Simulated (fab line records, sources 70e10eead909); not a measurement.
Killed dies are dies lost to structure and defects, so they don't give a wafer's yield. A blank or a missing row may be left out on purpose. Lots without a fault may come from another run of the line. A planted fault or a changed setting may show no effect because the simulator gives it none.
Chamber matching | flow nand_harc | NHARC_A_STAIRCASE_TRIM_187 on rie_diel-11: 4 sister chambers
The step chemistry O2, time 211.2 s. 8 wafers are shown with their chamber, then 10 later ones without.

WAFERS WITH THEIR CHAMBER
wafer  | chamber | showerhead_plenum_p_Torr (Torr) | oes_product_au (a.u.)
L087.2 | 1       | 3.68                            | 0.990
L087.4 | 2       | 3.28                            | 1.011
L087.6 | 2       | 3.29                            | 1.012
L087.1 | 3       | 3.61                            | 1.004
L087.3 | 0       | 3.56                            | 1.010
L087.5 | 3       | 3.61                            | 0.995
L090.1 | 0       | 3.56                            | 1.014
L090.3 | 1       | 3.67                            | 0.972

WAFERS WITHOUT THEIR CHAMBER
wafer  | showerhead_plenum_p_Torr (Torr) | oes_product_au (a.u.)
L090.6 | 3.56                            | 0.999
L091.3 | 3.60                            | 1.005
L091.4 | 3.56                            | 1.010
L091.5 | 3.56                            | 1.002
L092.2 | 3.56                            | 1.004
L092.3 | 3.60                            | 0.997
L092.5 | 3.28                            | 1.017
L097.1 | 3.66                            | 0.983
L097.2 | 3.55                            | 1.011
L097.6 | 3.55                            | 1.010

WHICH CHAMBER EACH WENT THROUGH
wafer  | from the rows above | in truth
L090.6 | 0                   | 0
L091.3 | 3                   | 3
L091.4 | 0                   | 0
L091.5 | 0                   | 0
L092.2 | 0                   | 0
L092.3 | 3                   | 3
L092.5 | 2                   | 2
L097.1 | 1                   | 1
L097.2 | 0                   | 0
L097.6 | 0                   | 0
Placed correctly: 10 of 10. Can't be placed from these rows: 0. Placed wrongly: 0.
How it was worked out, from the rows above alone: a wafer's distance from a chamber is the root of the sum, over the readings, of the square of ((its reading less the chamber's mean) divided by the reading's scatter). The wafer belongs to the nearest chamber; if the next one is less than 2 further off, it can't be placed. A chamber's mean is the mean of its shown wafers. The scatter: the root of (the sum of the squares of (reading less its chamber's mean) over the shown wafers, divided by (wafers less chambers)).
